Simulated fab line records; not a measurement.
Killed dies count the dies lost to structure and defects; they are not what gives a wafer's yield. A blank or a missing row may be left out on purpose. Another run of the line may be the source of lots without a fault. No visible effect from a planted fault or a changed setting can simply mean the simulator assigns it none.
Matching of chambers ; flow n5_finfet ; rie_diel-01 running N5_BEOL_M12_DESCUM_15: 4 sister chambers
The step chemistry O2, time 7.9 s. 4 wafers are shown with their chamber, then 8 later ones without.

EACH WAFER AND ITS CHAMBER
wafer;chamber;throttle_valve_pct (%)
L076.2;3;20.14
L082.2;0;20.29
L081.2;2;20.12
L084.2;1;20.61

WAFERS MISSING THEIR CHAMBER
wafer;throttle_valve_pct (%)
L084.3;20.16
L084.6;20.14
L095.3;20.19
L095.4;20.18
L095.5;20.17
L096.3;20.34
L096.5;20.36
L096.6;20.18

WHICH CHAMBER EACH WENT THROUGH
wafer;from the rows above;in truth
L084.3;can't be placed: 3 or 2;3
L084.6;can't be placed: 3 or 2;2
L095.3;can't be placed: 3 or 2 or 0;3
L095.4;can't be placed: 3 or 2 or 0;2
L095.5;can't be placed: 3 or 2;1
L096.3;0;0
L096.5;0;0
L096.6;can't be placed: 3 or 2 or 0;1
Correctly placed: 2 of 8. Can't be placed from these rows: 6 (the true chamber is among the candidates in 4). Number placed wrongly: 0.
How it was worked out, from the rows above alone: a wafer's distance from a chamber is the root of the sum, over the readings, of the square of ((its reading less the chamber's mean) divided by the reading's scatter). If the next closest chamber is less than 2 further off than the closest, the wafer can't be placed; otherwise it belongs to the closest. Each chamber's mean is taken over the wafers shown for it. The scatter (one wafer shown for each chamber): square how far every hidden wafer sits from the nearest shown wafer, average those squares and take the square root.
